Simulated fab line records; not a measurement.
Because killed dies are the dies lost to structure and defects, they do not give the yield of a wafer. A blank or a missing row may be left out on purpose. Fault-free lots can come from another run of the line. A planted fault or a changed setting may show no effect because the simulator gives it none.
fab line records    flow nand_harc
record lots=14  wafers=40  last_day=33
route steps=1302 shown A_M0@1159 A_M1@1178
lots untouched by any fault: they come from a run of this same line in which no faults occurred
start_h: the number of hours between the record's first day and the start of the first shown wafer of the lot    wait_h: how many hours have passed since the lot's step before this one    " unchanged from the row above    L1.1+2: several wafers, shown together as one row    - no value, or no start was given    * or withheld: withheld    < > ~ a bound
route shown NAME@n: a module of which the file shows steps, and the number in the route of the first    usual: average and standard deviation across the fault-free wafers    same: alike in all rows    chamber/n: place in a boat    sites: the reading at each site    _std_site: the values' standard deviation    _edge_site: mean of outer sites minus mean of inner sites    radius_mm: how far each site lies from the wafer's centre    mask NAME#n: copy n    behind: tool/chamber where the wafer was last shaped    hold: reason for holding the lot/hours on hold/outcome of the hold    device: which transistor (n, p or np) failed to switch    end of line: tests run on the same wafers once the route is complete    a step with no rows: only its recipe    killed: at the first sort, the dies lost to defects and structure; wafer yield is something else    map: per-die view of a wafer (x killed, . not killed, _ where there is no die)
set.NAME: the run value of the setting; set.NAME@STEP: its run value at that earlier step    model.NAME: the simulator's own value behind a step, which no gauge read
route steps across a sampled set of lots; one table per step, one row per wafer
services: from which hour (start_h, from the record's first day; less than 0 if before it) a tool's chamber was out of use, for how many hours, and why
## steps
# step NHARC_A_M0_PVD_21
# recipe target_thk_a=300  chamber_pressure_pa=5  power_w=5000  substrate_temp_c=30  time_s=20.49  material=Cu
# usual throttle_valve_pct=29.8/1
lot.wafer  tool            chamber  start_h  wait_h  throttle_valve_pct
L584.1     pvd_sputter-02  -        -        -       31.1
L584.5     "               -        "        "       29.7
L584.6     "               -        "        "       29.1
L583.4     pvd_sputter-02  -        -        -       31.1
L583.2     "               -        "        "       29.5
L583.6     "               -        "        "       29.2
L587.1     pvd_sputter-03  -        -        -       30.1
L587.2     "               -        "        "       30.3
L587.6     "               -        "        "       29.6
L589.1     pvd_sputter-02  -        -        -       30.2
L595.4     pvd_sputter-03  -        -        -       30.0
L595.2     "               -        "        "       29.7
L595.6     "               -        "        "       29.8
L593.1     pvd_sputter-03  -        -        -       29.6
L593.2     "               -        "        "       27.9
L593.6     "               -        "        "       29.8
L596.1     pvd_sputter-01  -        -        -       29.0
L596.3     "               -        "        "       29.5
L596.2     "               -        "        "       31.1
L598.4     pvd_sputter-03  -        -        -       29.9
L598.3     "               -        "        "       29.8
L598.6     "               -        "        "       27.8
L597.4     pvd_sputter-02  -        -        -       28.7
L597.6     "               -        "        "       29.6
L597.5     "               -        "        "       30.0
L599.3     pvd_sputter-02  -        -        -       29.8
L599.2     "               -        "        "       28.8
L599.6     "               -        "        "       30.9
L600.4     pvd_sputter-01  -        -        -       31.0
L600.1     "               -        "        "       31.6
L600.5     "               -        "        "       30.9
L601.3     pvd_sputter-02  -        -        -       29.9
L601.4     "               -        "        "       28.8
L601.2     "               -        "        "       31.2
L602.2     pvd_sputter-02  -        -        -       30.1
L602.4     "               -        "        "       28.7
L602.6     "               -        "        "       30.9
L605.1     pvd_sputter-01  -        -        -       28.8
L605.6     "               -        "        "       31.0
L605.5     "               -        "        "       31.7
# step NHARC_A_M0_CMP_23
# recipe t_overpolish_s=20  target_thk_nm=113.75
# usual motor_current_A=11.8/0.71  retaining_ring_pressure_frac=1.001/0.0048  time_to_endpoint_s=28.8/2.1
lot.wafer  tool    chamber  start_h  wait_h  motor_current_A  retaining_ring_pressure_frac  time_to_endpoint_s
L584.1     cmp-02  3        532.11   -       12.5             0.999                         33.2
L584.5     "       2        "        "       10.0             0.993                         29.0
L584.6     "       3        "        "       12.6             1.004                         34.1
L583.2     cmp-01  3        536.95   -       12.8             0.997                         26.5
L583.4     "       1        "        "       11.6             0.998                         25.3
L583.6     "       2        "        "       12.7             1.000                         28.1
L587.1     cmp-04  1        576.85   -       11.9             1.003                         30.5
L587.2     "       3        "        "       10.9             1.007                         33.8
L587.6     "       0        "        "       11.5             1.000                         31.4
L589.1     cmp-02  1        592.78   -       11.4             1.004                         31.8
L595.4     cmp-02  3        623.33   -       12.2             1.001                         27.7
L595.2     "       1        "        "       11.7             1.003                         30.5
L595.6     "       3        "        "       12.4             1.007                         29.1
L593.1     cmp-01  3        623.68   -       12.6             1.000                         26.8
L593.2     "       2        "        "       12.5             1.001                         25.1
L593.6     "       0        "        "       12.0             1.000                         27.4
L596.3     cmp-02  0        655.04   -       12.0             1.007                         26.6
L596.1     "       1        "        "       12.1             1.000                         29.2
L596.2     "       2        "        "       10.1             1.004                         28.4
L598.3     cmp-04  3        655.76   -       11.7             1.001                         26.4
L598.4     "       0        "        "       11.5             1.003                         28.2
L598.6     "       2        "        "       12.2             1.000                         26.4
L597.4     cmp-02  0        672.30   -       11.8             1.005                         29.6
L597.5     "       0        "        "       12.1             1.004                         27.2
L597.6     "       1        "        "       12.2             0.993                         27.2
L599.2     cmp-02  1        686.70   -       11.8             1.003                         30.1
L599.3     "       2        "        "       10.7             1.000                         30.2
L599.6     "       0        "        "       12.1             0.996                         28.6
L600.1     cmp-02  0        708.49   -       12.7             1.001                         29.0
L600.4     "       1        "        "       11.8             1.000                         33.2
L600.5     "       3        "        "       12.5             1.010                         31.8
L601.3     cmp-02  0        709.57   -       12.9             1.000                         29.6
L601.4     "       1        "        "       11.7             1.000                         28.7
L601.2     "       2        "        "       10.4             0.998                         27.8
L602.2     cmp-01  3        714.80   -       12.1             1.003                         28.8
L602.4     "       1        "        "       11.1             1.009                         29.2
L602.6     "       0        "        "       12.6             0.991                         25.8
L605.1     cmp-02  0        744.02   -       11.8             1.002                         28.2
L605.6     "       2        "        "       10.4             1.001                         27.8
L605.5     "       3        "        "       12.1             1.007                         27.5
# step NHARC_A_M0_PRE_CLEAN_31
# recipe time_s=12  temp_c=370  rf_power_w=300  gas=NH3
# usual heater_power_w=630/64  susceptor_temp_C=369.98/0.21
lot.wafer  tool      chamber  start_h  wait_h  heater_power_w  susceptor_temp_C
L584.1     pecvd-02  0        532.64   0.1     606             369.99
L584.5     "         0        "        "       605             370.15
L584.6     "         1        "        "       641             370.00
L583.2     pecvd-02  0        537.47   0.1     508             369.91
L583.6     "         0        "        "       508             369.68
L583.4     "         1        "        "       623             369.85
L587.2     pecvd-03  1        577.37   0.1     632             370.25
L587.1     "         0        "        "       569             370.00
L587.6     "         1        "        "       632             370.33
L589.1     pecvd-03  2        593.24   0.1     685             370.16
L595.2     pecvd-04  1        623.89   0.1     636             370.02
L595.4     "         0        "        "       694             370.24
L595.6     "         1        "        "       640             370.09
L593.1     pecvd-02  1        624.22   0.1     694             369.99
L593.2     "         0        "        "       451             369.95
L593.6     "         2        "        "       665             369.46
L596.1     pecvd-04  0        655.57   0.1     751             370.28
L596.2     "         0        "        "       779             370.00
L596.3     "         0        "        "       751             370.15
L598.3     pecvd-03  2        656.30   0.1     703             370.08
L598.6     "         1        "        "       668             369.91
L598.4     "         2        "        "       681             370.18
L597.6     pecvd-02  2        672.88   0.1     601             369.89
L597.4     "         0        "        "       528             370.26
L597.5     "         1        "        "       610             370.31
L599.2     pecvd-02  1        687.21   0.1     652             370.08
L599.3     "         2        "        "       696             370.15
L599.6     "         2        "        "       687             370.27
L600.1     pecvd-04  0        709.02   0.1     687             370.28
L600.4     "         1        "        "       680             370.33
L600.5     "         2        "        "       566             370.08
L601.2     pecvd-02  2        710.08   0.1     682             369.87
L601.3     "         1        "        "       666             370.11
L601.4     "         1        "        "       679             370.45
L602.2     pecvd-02  0        715.34   0.1     547             370.30
L602.6     "         0        "        "       539             370.01
L602.4     "         2        "        "       628             370.05
L605.1     pecvd-04  1        744.55   0.1     665             370.25
L605.5     "         2        "        "       628             369.62
L605.6     "         1        "        "       662             369.75
# step NHARC_A_M1_DEVELOP_08
# recipe develop_time_s=35  dev_temp_c=23
# usual chill_plate_temp_C=22.98/0.1  develop_time_s=35/0  resist_line_temp_C=23.00/0.11
lot.wafer  tool            chamber  start_h  wait_h  chill_plate_temp_C  develop_time_s  resist_line_temp_C
L584.1     litho_track-01  0        533      -       22.90               35              22.79
L584.5     "               0        "        "       23.04               35              22.91
L584.6     "               0        "        "       22.82               35              22.76
L583.2     litho_track-01  0        538      -       22.88               35              23.03
L583.4     "               0        "        "       22.89               35              23.16
L583.6     "               0        "        "       22.82               35              23.10
L587.1     litho_track-04  -        578      -       -                   -               -
L587.2     "               -        "        "       -                   -               -
L587.6     "               -        "        "       -                   -               -
L589.1     litho_track-01  -        594      -       -                   -               -
L595.2     litho_track-01  0        624      -       23.00               35              23.00
L595.4     "               0        "        "       23.14               35              22.87
L595.6     "               0        "        "       22.94               35              22.93
L593.1     litho_track-01  0        625      -       22.91               35              23.07
L593.2     "               0        "        "       22.92               35              23.13
L593.6     "               0        "        "       22.81               35              22.96
L596.1     litho_track-01  0        657      -       23.00               35              22.83
L596.2     "               0        "        "       23.06               35              22.90
L596.3     "               0        "        "       22.98               35              23.01
L598.3     litho_track-06  0        657      -       23.12               35              23.03
L598.4     "               0        "        "       23.01               35              23.00
L598.6     "               0        "        "       23.25               35              22.99
L597.4     litho_track-01  0        673      -       22.97               35              23.07
L597.5     "               0        "        "       23.01               35              23.19
L597.6     "               0        "        "       22.95               35              22.93
L599.2     litho_track-04  0        688      -       23.02               35              22.98
L599.3     "               0        "        "       23.05               35              22.98
L599.6     "               0        "        "       22.97               35              23.04
L600.1     litho_track-01  0        710      -       23.00               35              23.05
L600.4     "               0        "        "       23.01               35              23.01
L600.5     "               0        "        "       23.03               35              22.94
L601.2     litho_track-04  0        711      -       23.08               35              22.88
L601.3     "               0        "        "       23.09               35              22.77
L601.4     "               0        "        "       23.06               35              22.90
L602.2     litho_track-06  0        716      -       23.03               35              22.76
L602.4     "               0        "        "       22.93               35              22.91
L602.6     "               0        "        "       22.91               35              22.85
L605.1     litho_track-01  0        745      -       22.90               35              23.01
L605.5     "               0        "        "       22.97               35              23.01
L605.6     "               0        "        "       22.96               35              22.97
## services
tool            chamber  start_h  hours  kind
cmp-02          -        518.61   2.6    repair
pvd_sputter-03  -        526.45   10.0   pm
cmp-02          -        526.50   4.0    pm
pvd_sputter-01  -        528.02   4.1    repair
cmp-02          -        545.97   0.3    repair
cmp-01          -        557.29   2.6    repair
cmp-02          -        577.09   0.7    repair
cmp-01          -        580.54   4.0    pm
pecvd-02        -        589.48   13.0   pm
cmp-01          -        590.52   0.7    repair
pecvd-04        -        591.71   1.1    repair
cmp-02          -        624.65   4.0    pm
pecvd-04        -        631.81   13.0   pm
pvd_sputter-02  -        638.00   10.0   pm
pecvd-04        1        652.34   11.5   repair
pecvd-04        2        652.84   4.1    repair
pecvd-04        -        662.78   1.7    repair
pecvd-02        -        676.74   2.2    repair
litho_track-01  -        680.00   7.0    pm
cmp-02          -        684.42   2.1    repair
pvd_sputter-03  -        690.26   3.2    repair
cmp-02          -        692.19   2.0    repair
pvd_sputter-03  -        704.45   10.0   pm
cmp-02          -        722.65   4.0    pm
## key
first_sign step=NHARC_A_M1_DEVELOP_08  reading=tool_record  direction=missing
effect none on later readings
met_at NHARC_A_M1_DEVELOP_08
struck_lots L587,L589
later_rows_left_out L587.1,L587.2,L587.6,L589.1
sort_left_out L587.1,L587.2,L587.6,L589.1
tester_left_out L589
not_acting_at NHARC_A_M0_PVD_21,NHARC_A_M0_CMP_23,NHARC_A_M0_PRE_CLEAN_31
onset_between 538 578
earlier_fault kind=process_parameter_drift  tool=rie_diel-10  chamber=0  onset_h=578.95  steps=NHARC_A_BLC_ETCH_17  channel=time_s  offset=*  shape=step  acts_in=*  stated=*
fault kind=skipped_step_whole  tool=litho_track-01,litho_track-04  chamber=-  onset_h=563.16  steps=NHARC_A_M1_DEVELOP_08  scope=struck_lots_only
# tester_left_out: of these lots the tester's yield and bins aren't shown, on N5 and GAA mostly nor the transistor test; their killed dies are dies lost to structure and defects alone, not to doping, threshold or leakage, so they don't give the yield
# sort_left_out: the simulated sort isn't trusted on such a fault, so these wafers' sort isn't shown, and their yield isn't known
# later_rows_left_out: the simulator's readings of these wafers behind a module that went badly wrong aren't trusted and aren't shown, but for the sort
